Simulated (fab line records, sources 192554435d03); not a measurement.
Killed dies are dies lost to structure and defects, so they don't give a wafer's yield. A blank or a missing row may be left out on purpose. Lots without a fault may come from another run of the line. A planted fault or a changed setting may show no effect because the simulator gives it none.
fab line records | flow n5_finfet | part 1 of 2: steps 1 to 24 of 32
record lots=5 wafers=15 last_day=15
route steps=1938 shown BEOL_M0@722 BEOL_M1@751
lots that met no fault: from a run of the same line without faults
start_h: hours from the record's first day to the start of the lot's first wafer shown | wait_h: hours since the lot's step before | " the same as in the row above | L1.1+2: a row that stands for several wafers | - no value, or no start given | * or withheld: withheld | < > ~ a bound
route shown NAME@n: a module of which the file shows steps, and the number in the route of the first | usual: mean/standard deviation of fault-free wafers | same: alike in all rows | chamber/n: place in a boat | sites: the reading at each site | _std_site: their standard deviation | _edge_site: outer sites' mean less inner sites' | radius_mm: how far each site lies from the wafer's centre | mask NAME#n: copy n | behind: the tool/chamber that last shaped the wafer | hold: why the lot was held/for how many hours/how that ended | device: the transistor (n, p or np) that didn't switch | end of line: the same wafers' tests at the end of the route | a step without rows: its recipe alone | killed: dies lost to structure and defects at the first sort, not the wafer's yield | map: a wafer's dies, x killed, . not, _ none there
set.NAME: the setting as run; set.NAME@STEP: as run at that earlier step | model.NAME: the simulator's own value behind a step, which no gauge read
lots at some steps of the route; a table a step, a row a wafer
services: from which hour (start_h, from the record's first day; less than 0 if before it) a tool's chamber was out of use, for how many hours, and why
## steps
# step N5_BEOL_M0_STRIP_142
# recipe chemistry=N2/H2 time_s=10 power_w=450 temp_c=40 pressure_mtorr=20 rf_frequency_hz=6e+07 bias_power_w=7 n2_flow_sccm=200 h2_flow_sccm=200
# usual drypump_motor_current_A=5.9/0.48 oes_product_au=0.80/0.095 rf_vpp_V=59.4/0.8 showerhead_plenum_p_Torr=2.56/0.086 throttle_valve_pct=23.56/0.23
# columns lot.wafer tool chamber start_h wait_h drypump_motor_current_A oes_product_au rf_hours_counter_h rf_vpp_V showerhead_plenum_p_Torr throttle_valve_pct
L077.1 rie_diel-05 0 130.52 0.0 5.6 0.70 229 59.2 2.52 23.89
L077.5 " 2 " " 5.7 0.68 - 58.6 2.51 23.74
L077.6 " 3 " " 5.5 0.90 - 60.1 2.69 23.30
L078.1 rie_diel-02 3 140.91 0.0 6.6 0.76 142 60.0 2.52 23.68
L078.3 " 2 " " 6.4 0.90 35 59.8 2.70 23.46
L078.5 " 3 " " 6.6 0.76 - 58.4 2.52 23.69
L083.1 rie_diel-02 1 168.91 0.0 5.5 0.71 191 58.9 2.52 23.58
L083.4 " 2 " " 6.4 0.88 46 60.2 2.70 23.45
L083.5 " 3 " " 6.6 0.74 - 59.0 2.51 23.72
L084.2 rie_diel-05 3 201.27 0.0 5.5 0.86 56 59.3 2.67 23.36
L084.3 " 1 " " 6.2 0.72 205 57.6 2.51 23.18
L084.4 " 1 " " 6.2 0.71 - 59.5 2.51 23.16
L089.2 rie_diel-05 1 209.49 0.0 6.2 0.73 210 60.3 2.50 23.16
L089.4 " 2 " " 5.7 0.98 - 59.0 2.50 23.63
L089.5 " 1 " " 6.2 0.71 - 59.8 2.50 23.19
# step N5_BEOL_M0_OCD_MEAS_108
# usual trench_depth_nm=32.9/0.57
# columns lot.wafer tool chamber start_h wait_h trench_depth_nm
L077.1 ocd-01 - 130.60 0.1 32.6
L077.5 " - " " 33.1
L077.6 " - " " 33.6
L078.1 ocd-01 - 140.99 0.1 32.3
L078.3 " - " " 32.6
L078.5 " - " " 32.7
L083.1 ocd-02 - 168.99 0.1 32.6
L083.4 " - " " 32.3
L083.5 " - " " 32.1
L084.2 ocd-01 - 201.35 0.1 31.9
L084.3 " - " " 33.1
L084.4 " - " " 33.2
L089.2 ocd-02 - 209.57 0.1 32.7
L089.4 " - " " 32.8
L089.5 " - " " 32.8
# step N5_BEOL_M0_HM_STRIP_129
# recipe chemistry=peroxide_tin_strip material=TiN target_depth_a=170 temp_c=50 time_s=108
# usual bath_guard_temp_C=50.0/0.53
# columns lot.wafer tool chamber start_h wait_h bath_guard_temp_C
L077.1 wet_bench-03 4 130.63 0.0 49.5
L077.5 " 7 " " 50.9
L077.6 " 6 " " 50.1
L078.1 wet_bench-01 5 141.02 0.0 49.3
L078.3 " 1 " " 50.2
L078.5 " 2 " " 50.5
L083.1 wet_bench-03 1 169.02 0.0 50.1
L083.4 " 3 " " 50.1
L083.5 " 7 " " 50.8
L084.2 wet_bench-01 2 201.38 0.0 50.4
L084.3 " 3 " " 50.4
L084.4 " 4 " " 49.5
L089.2 wet_bench-03 4 209.60 0.0 49.6
L089.4 " 5 " " 49.3
L089.5 " 3 " " 50.0
# step N5_BEOL_M0_SRD_130
# recipe time_s=30 temp_c=23 rinse_liquid=diw dry=ipa_marangoni
# columns lot.wafer tool chamber start_h wait_h
L077.1+5+6 wet_bench-03 4,7,6 130.66 0.0
L078.1+3+5 wet_bench-01 5,1,2 141.05 0.0
L083.1+4+5 wet_bench-03 1,3,7 169.05 0.0
L084.2+3+4 wet_bench-01 2,3,4 201.42 0.0
L089.2+4+5 wet_bench-03 4,5,3 209.64 0.0
# step N5_BEOL_M0_ETCH_109
# recipe chemistry=CH3F/O2 target_depth_a=80 overetch_a=24 target=SiCN time_s=27.4 ion_energy_ev=120 pressure_mtorr=30 source_w=395 bias_w=75 Ar_flow_sccm=150 CH3F_flow_sccm=30 O2_flow_sccm=20
# usual drypump_motor_current_A=5.8/0.54 oes_product_au=0.69/0.088 rf_vpp_V=298.0/1.5 showerhead_plenum_p_Torr=2.04/0.062 throttle_valve_pct=16.38/0.22
# columns lot.wafer tool chamber start_h wait_h drypump_motor_current_A oes_product_au rf_hours_counter_h rf_vpp_V showerhead_plenum_p_Torr throttle_valve_pct
L077.1 rie_diel-01 2 130.76 0.1 4.8 0.63 180 297.9 2.08 16.44
L077.5 " 3 " " 5.9 0.82 - 298.1 2.06 16.24
L077.6 " 2 " " 4.8 0.64 - 299.0 2.08 16.44
L078.1 rie_diel-01 2 141.09 0.0 4.8 0.63 184 297.8 2.08 16.44
L078.3 " 1 " " 6.6 0.60 216 296.5 1.99 16.79
L078.5 " 3 " " 5.9 0.83 - 299.3 2.06 16.26
L083.1 rie_diel-05 1 169.10 0.0 6.2 0.62 190 297.8 2.00 16.29
L083.4 " 3 " " 5.5 0.75 42 300.0 2.13 16.27
L083.5 " 2 " " 5.7 0.57 - 295.8 1.98 16.54
L084.2 rie_diel-02 3 201.46 0.0 6.6 0.63 166 297.4 2.00 16.35
L084.3 " 2 " " 6.3 0.74 57 299.3 2.11 16.10
L084.4 " 0 " " 6.0 0.67 117 296.8 1.92 16.30
L089.2 rie_diel-05 3 210.04 0.4 5.5 0.70 61 300.2 2.12 16.29
L089.4 " 1 " " 6.2 0.60 - 297.2 1.99 16.32
L089.5 " 2 " " 5.7 0.82 - 296.9 1.97 16.13
# step N5_BEOL_M0_STRIP_139
# recipe chemistry=post_etch_residue_remover time_s=60 temp_c=25 remover_ph=withheld remover_water_wt_pct=withheld remover_fluoride_wt_pct=withheld
# columns lot.wafer tool chamber start_h wait_h
L077.1+5+6 wet_bench-06 4,0,1 130.86 0.1
L078.1+3+5 wet_bench-06 0,2,3 141.21 0.1
L083.1+4+5 wet_bench-03 6,5,7 169.20 0.1
L084.2+3+4 wet_bench-01 6,2,4 201.56 0.1
L089.2+4+5 wet_bench-06 6,7,0 210.15 0.1
# step N5_BEOL_M0_SRD_111
# recipe time_s=30 temp_c=23 rinse_liquid=diw dry=ipa_marangoni
# columns lot.wafer tool chamber start_h wait_h
L077.1+5+6 wet_bench-06 4,0,1 130.88 0.0
L078.1+3+5 wet_bench-06 0,2,3 141.23 0.0
L083.1+4+5 wet_bench-03 6,5,7 169.22 0.0
L084.2+3+4 wet_bench-01 6,2,4 201.58 0.0
L089.2+4+5 wet_bench-06 6,7,0 210.17 0.0
# step N5_BEOL_M0_DEGAS_112
# recipe ambient=vacuum temp_c=250 time_s=60
# usual heater_power_w=344/51
# columns lot.wafer tool chamber start_h wait_h heater_power_w
L077.1 pvd_sputter-02 - 131.35 0.5 344
L077.5 " - " " 337
L077.6 " - " " 422
L078.1 pvd_sputter-01 - 141.72 0.5 382
L078.3 " - " " 279
L078.5 " - " " 319
L083.1 pvd_sputter-03 - 169.28 0.0 316
L083.4 " - " " 345
L083.5 " - " " 309
L084.2 pvd_sputter-03 - 201.65 0.0 362
L084.3 " - " " 350
L084.4 " - " " 296
L089.2 pvd_sputter-02 - 210.53 0.3 350
L089.4 " - " " 419
L089.5 " - " " 359
# step N5_BEOL_M0_PRE_CLEAN_113
# recipe gas=H2/He time_s=30 temp_c=250
# usual heater_power_w=343/50
# columns lot.wafer tool chamber start_h wait_h heater_power_w
L077.1 pvd_sputter-02 - 131.39 0.0 338
L077.5 " - " " 335
L077.6 " - " " 421
L078.1 pvd_sputter-01 - 141.76 0.0 377
L078.3 " - " " 282
L078.5 " - " " 326
L083.1 pvd_sputter-03 - 169.32 0.0 310
L083.4 " - " " 360
L083.5 " - " " 312
L084.2 pvd_sputter-03 - 201.69 0.0 352
L084.3 " - " " 360
L084.4 " - " " 289
L089.2 pvd_sputter-02 - 210.57 0.0 341
L089.4 " - " " 424
L089.5 " - " " 353
# step N5_BEOL_M0_ALD_136
# recipe material=TaN target_thk_a=* temp_c=275 ald_precursor_family=PDMAT ald_co_reactant=NH3 pressure_torr=3 carrier_flow_sccm=1500 pulse_time_s=2 purge_time_s=3 co_reactant_purge_time_s=2 co_reactant_pulse_time_s=3 ald_cycles=30 precursor_vessel_temp_c=75 precursor_vessel_pressure_torr=26.25 precursor_vessel_carrier_sccm=1000
# usual heater_power_w=419/25 precursor_vessel_pressure_torr=26.24/0.052
# same purge_time_s=3
# columns lot.wafer tool chamber start_h wait_h heater_power_w precursor_vessel_pressure_torr
L077.1 ald_metal-03 1 131.45 0.0 366 26.24
L077.5 " 1 " " 363 26.24
L077.6 " 2 " " 397 26.26
L078.1 ald_metal-01 2 141.88 0.1 447 26.25
L078.3 " 3 " " 394 26.38
L078.5 " 1 " " 440 26.27
L083.1 ald_metal-03 1 169.40 0.1 376 26.24
L083.4 " 2 " " 403 26.34
L083.5 " 2 " " 394 26.23
L084.2 ald_metal-01 3 201.87 0.2 401 26.31
L084.3 " 2 " " 444 26.29
L084.4 " 0 " " 456 26.24
L089.2 ald_metal-02 2 210.63 0.0 427 26.23
L089.4 " 1 " " 416 26.31
L089.5 " 2 " " 419 26.25
# step N5_BEOL_M0_SURFACE_TREAT_137
# recipe gas=Ar time_s=* ion_energy_ev=* ion_current_ma_cm2=0.5 pressure_mtorr=* ar_flow_sccm=30
# usual pressure_mtorr=* throttle_valve_pct=*
# columns lot.wafer tool chamber start_h wait_h pressure_mtorr throttle_valve_pct
L077.1 pvd_sputter-03 - 131.69 0.1 * *
L077.5 " - " " * *
L077.6 " - " " * *
L078.1 pvd_sputter-03 - 142.24 0.3 * *
L078.3 " - " " * *
L078.5 " - " " * *
L083.1 pvd_sputter-01 - 169.68 0.2 * *
L083.4 " - " " * *
L083.5 " - " " * *
L084.2 pvd_sputter-03 - 202.12 0.2 * *
L084.3 " - " " * *
L084.4 " - " " * *
L089.2 pvd_sputter-03 - 211.10 0.4 * *
L089.4 " - " " * *
L089.5 " - " " * *
# step N5_BEOL_M0_CVD_115
# recipe material=Co target_thk_a=* temp_c=withheld precursor=CCTBA/H2 pressure_torr=30 time_s=120
# columns lot.wafer tool chamber start_h wait_h
L077.1+5+6 cvd_co-01 1,2,0 131.75 0.0
L078.1+3+5 cvd_co-02 0,2,0 142.30 0.0
L083.1+4+5 cvd_co-01 1,0,1 169.96 0.3
L084.2+3+4 cvd_co-02 1,2,0 202.19 0.0
L089.2+4+5 cvd_co-02 0,0,2 211.25 0.1
# step N5_BEOL_M0_SPUTTER_116
# recipe material=Cu target_thk_a=40 temp_c=-20 chamber_pressure_pa=0.07 power_w=withheld time_s=7.37
# usual throttle_valve_pct=30.0/1
# columns lot.wafer tool chamber start_h wait_h throttle_valve_pct
L077.1 pvd_sputter-03 - 131.85 0.1 28.9
L077.5 " - " " 30.0
L077.6 " - " " 27.4
L078.1 pvd_sputter-01 - 142.42 0.1 30.6
L078.3 " - " " 29.4
L078.5 " - " " 30.6
L083.1 pvd_sputter-02 - 170.13 0.1 29.7
L083.4 " - " " 30.6
L083.5 " - " " 29.6
L084.2 pvd_sputter-03 - 202.46 0.2 30.2
L084.3 " - " " 27.4
L084.4 " - " " 30.1
L089.2 pvd_sputter-02 - 211.45 0.2 29.7
L089.4 " - " " 30.7
L089.5 " - " " 30.7
# step N5_BEOL_M0_ANNEAL_117
# recipe temp_c=400 time_s=60 ambient=vacuum
# usual heater_power_w=877/130 susceptor_temp_C_max=400.8/0.34
# columns lot.wafer tool chamber start_h wait_h heater_power_w susceptor_temp_C_max
L077.1 pvd_sputter-03 - 131.93 0.0 857 400.6
L077.5 " - " " 874 400.6
L077.6 " - " " 771 400.7
L078.1 pvd_sputter-01 - 142.50 0.0 982 400.7
L078.3 " - " " 680 401.2
L078.5 " - " " 705 401.2
L083.1 pvd_sputter-02 - 170.21 0.0 1072 400.9
L083.4 " - " " 886 400.8
L083.5 " - " " 1071 401.2
L084.2 pvd_sputter-03 - 202.55 0.0 730 400.3
L084.3 " - " " 760 400.5
L084.4 " - " " 867 400.8
L089.2 pvd_sputter-02 - 211.53 0.0 1062 400.9
L089.4 " - " " 824 400.9
L089.5 " - " " 1014 400.5
# step N5_BEOL_M0_SPUTTER_132
# recipe material=Cu target_thk_a=40 temp_c=-20 chamber_pressure_pa=0.07 power_w=withheld time_s=7.37
# usual throttle_valve_pct=30.1/1
# columns lot.wafer tool chamber start_h wait_h throttle_valve_pct
L077.1 pvd_sputter-03 - 131.97 0.0 29.0
L077.5 " - " " 30.2
L077.6 " - " " 27.2
L078.1 pvd_sputter-01 - 142.54 0.0 30.5
L078.3 " - " " 29.3
L078.5 " - " " 30.6
L083.1 pvd_sputter-02 - 170.25 0.0 29.4
L083.4 " - " " 30.5
L083.5 " - " " 29.6
L084.2 pvd_sputter-03 - 202.59 0.0 30.3
L084.3 " - " " 27.2
L084.4 " - " " 29.9
L089.2 pvd_sputter-02 - 211.57 0.0 29.6
L089.4 " - " " 30.9
L089.5 " - " " 31.0
# step N5_BEOL_M0_ANNEAL_133
# recipe temp_c=400 time_s=60 ambient=vacuum
# usual heater_power_w=876/130 susceptor_temp_C_max=400.84/0.3
# columns lot.wafer tool chamber start_h wait_h heater_power_w susceptor_temp_C_max
L077.1 pvd_sputter-03 - 132.05 0.0 884 400.73
L077.5 " - " " 879 400.46
L077.6 " - " " 791 400.84
L078.1 pvd_sputter-01 - 142.62 0.0 952 400.83
L078.3 " - " " 679 400.86
L078.5 " - " " 721 401.32
L083.1 pvd_sputter-02 - 170.33 0.0 1045 400.89
L083.4 " - " " 870 401.00
L083.5 " - " " 1065 401.10
L084.2 pvd_sputter-03 - 202.68 0.0 732 400.96
L084.3 " - " " 781 400.79
L084.4 " - " " 907 400.19
L089.2 pvd_sputter-02 - 211.65 0.0 1062 400.90
L089.4 " - " " 837 400.84
L089.5 " - " " 1065 400.63
# step N5_BEOL_M0_SPUTTER_134
# recipe material=Cu target_thk_a=40 temp_c=-20 chamber_pressure_pa=0.07 power_w=withheld time_s=7.37
# usual throttle_valve_pct=30.1/1
# columns lot.wafer tool chamber start_h wait_h throttle_valve_pct
L077.1 pvd_sputter-03 - 132.09 0.0 28.6
L077.5 " - " " 30.0
L077.6 " - " " 27.4
L078.1 pvd_sputter-01 - 142.66 0.0 30.6
L078.3 " - " " 29.4
L078.5 " - " " 30.6
L083.1 pvd_sputter-02 - 170.37 0.0 29.7
L083.4 " - " " 30.5
L083.5 " - " " 29.6
L084.2 pvd_sputter-03 - 202.73 0.0 30.1
L084.3 " - " " 27.4
L084.4 " - " " 30.1
L089.2 pvd_sputter-02 - 211.69 0.0 29.9
L089.4 " - " " 30.9
L089.5 " - " " 31.0
# step N5_BEOL_M0_ANNEAL_135
# recipe temp_c=400 time_s=60 ambient=vacuum
# usual heater_power_w=875/130 susceptor_temp_C_max=400.9/0.33
# columns lot.wafer tool chamber start_h wait_h heater_power_w susceptor_temp_C_max
L077.1 pvd_sputter-03 - 132.17 0.0 884 400.9
L077.5 " - " " 889 401.1
L077.6 " - " " 780 400.9
L078.1 pvd_sputter-01 - 142.74 0.0 946 400.6
L078.3 " - " " 687 401.1
L078.5 " - " " 731 400.9
L083.1 pvd_sputter-02 - 170.45 0.0 1072 401.0
L083.4 " - " " 863 400.7
L083.5 " - " " 1084 401.3
L084.2 pvd_sputter-03 - 202.82 0.0 718 400.9
L084.3 " - " " 779 400.6
L084.4 " - " " 864 400.7
L089.2 pvd_sputter-02 - 211.77 0.0 1089 401.4
L089.4 " - " " 848 400.9
L089.5 " - " " 1055 400.9
# step N5_BEOL_M0_SPUTTER_141
# recipe material=Cu target_thk_a=40 temp_c=-20 chamber_pressure_pa=0.07 power_w=withheld time_s=7.37
# usual throttle_valve_pct=30.0/1
# columns lot.wafer tool chamber start_h wait_h throttle_valve_pct
L077.1 pvd_sputter-03 - 132.21 0.0 28.7
L077.5 " - " " 30.6
L077.6 " - " " 27.2
L078.1 pvd_sputter-01 - 142.78 0.0 30.5
L078.3 " - " " 29.5
L078.5 " - " " 30.6
L083.1 pvd_sputter-02 - 170.49 0.0 29.8
L083.4 " - " " 30.3
L083.5 " - " " 30.0
L084.2 pvd_sputter-03 - 202.86 0.0 30.5
L084.3 " - " " 27.3
L084.4 " - " " 30.4
L089.2 pvd_sputter-02 - 211.81 0.0 29.3
L089.4 " - " " 31.0
L089.5 " - " " 31.0
# step N5_BEOL_M0_ECD_118
# recipe material=Cu target_thk_a=3000
# columns lot.wafer tool chamber start_h wait_h
L077.1+5+6 ecd_cu-02 0,1,0 132.33 0.1
L078.1+3+5 ecd_cu-01 0 142.95 0.1
L083.1+4+5 ecd_cu-02 0,0,1 170.61 0.1
L084.2+3+4 ecd_cu-02 0,1,0 202.98 0.1
L089.2+4+5 ecd_cu-02 0,1,1 211.92 0.1
# step N5_BEOL_M0_ANNEAL_119
# recipe temp_c=225 time_s=90 ambient=N2
# usual anneal_temp_c=225.00/0.17 wafer_temp_C_max=225.8/0.44
# columns lot.wafer tool chamber start_h wait_h anneal_temp_c wafer_temp_C_max
L077.1 rtp_anneal-01 0 132.41 0.1 225.00 225.9
L077.5 " 0 " " 224.82 226.0
L077.6 " 0 " " 224.66 225.5
L078.1 rtp_anneal-02 0 143.37 0.4 224.87 226.5
L078.3 " 0 " " 224.92 226.6
L078.5 " 0 " " 225.08 226.3
L083.1 rtp_anneal-01 0 171.09 0.5 224.99 225.7
L083.4 " 0 " " 225.25 225.8
L083.5 " 0 " " 225.13 225.7
L084.2 rtp_anneal-01 0 203.10 0.1 225.28 225.3
L084.3 " 0 " " 225.00 225.6
L084.4 " 0 " " 225.02 225.6
L089.2 rtp_anneal-01 0 212.05 0.1 225.39 225.5
L089.4 " 0 " " 225.17 225.6
L089.5 " 0 " " 225.06 225.5
# step N5_BEOL_M0_CMP_120
# recipe stop_on=SiOC t_overpolish_s=6.9 down_force_psi=1 platen_rpm=50 clearing_platen_down_force_psi=1.5 clearing_platen_rpm=50 post_cmp_clean=cu_alkaline clearing_platen_pad_velocity_m_s=0.99484 pad_velocity_m_s=0.99484
# usual barrier_field_endpoint_s=3.58/0.14 motor_current_A=6.1/0.64 overpolish_run_s=6.900/0.0084 retaining_ring_pressure_frac=1.000/0.0049 time_to_endpoint_s=62/3
# columns lot.wafer tool chamber start_h wait_h barrier_field_endpoint_s motor_current_A overpolish_run_s retaining_ring_pressure_frac time_to_endpoint_s
L077.1 cmp-04 1 132.83 0.4 3.39 5.9 6.898 1.003 59
L077.5 " 3 " " 3.53 6.2 6.898 0.998 63
L077.6 " 0 " " 3.67 5.3 6.896 1.006 62
L078.1 cmp-02 0 143.68 0.3 3.60 6.7 6.911 0.998 65
L078.3 " 3 " " 3.80 5.8 6.923 1.000 65
L078.5 " 1 " " 3.74 6.7 6.893 0.999 61
L083.1 cmp-04 3 171.39 0.3 3.46 6.3 6.913 0.999 64
L083.4 " 1 " " 3.53 5.6 6.886 0.999 61
L083.5 " 3 " " 3.56 6.5 6.894 1.001 63
L084.4 cmp-04 1 203.39 0.2 3.46 5.9 6.910 0.995 56
L084.2 " 2 " " 3.79 6.7 6.910 1.001 61
L084.3 " 3 " " 3.94 6.2 6.906 1.005 64
L089.4 cmp-04 0 212.38 0.2 3.40 5.9 6.901 1.005 61
L089.2 " 1 " " 3.52 5.8 6.909 1.004 57
L089.5 " 2 " " 3.54 6.3 6.904 1.004 58
# step N5_BEOL_M0_PRE_CLEAN_131
# recipe gas=NH3/H2 time_s=15 temp_c=* rf_power_w=300
# usual heater_power_w=93/17
# columns lot.wafer tool chamber start_h wait_h heater_power_w
L077.1 cvd_co-02 2 133.09 0.0 81
L077.5 " 0 " " 98
L077.6 " 2 " " 80
L078.1 cvd_co-01 2 144.01 0.0 94
L078.3 " 1 " " 65
L078.5 " 0 " " 98
L083.1 cvd_co-01 1 171.72 0.0 64
L083.4 " 1 " " 65
L083.5 " 0 " " 98
L084.2 cvd_co-02 1 203.68 0.0 120
L084.3 " 2 " " 80
L084.4 " 2 " " 82
L089.2 cvd_co-01 1 212.63 0.0 63
L089.4 " 1 " " 64
L089.5 " 2 " " 97
# step N5_BEOL_M0_CO_CAP_123
# recipe material=Co target_thk_a=20 temp_c=200 precursor=CCTBA/H2 pressure_torr=30 time_s=102.1
# usual heater_power_w=247/22
# columns lot.wafer tool chamber start_h wait_h heater_power_w
L077.1 cvd_co-02 2 133.15 0.0 224
L077.5 " 0 " " 256
L077.6 " 2 " " 233
L078.1 cvd_co-01 2 144.05 0.0 247
L078.3 " 1 " " 211
L078.5 " 0 " " 245
L083.1 cvd_co-01 1 171.76 0.0 214
L083.4 " 1 " " 211
L083.5 " 0 " " 250
L084.2 cvd_co-02 1 203.72 0.0 279
L084.3 " 2 " " 236
L084.4 " 2 " " 232
L089.2 cvd_co-01 1 212.67 0.0 212
L089.4 " 1 " " 211
L089.5 " 2 " " 253
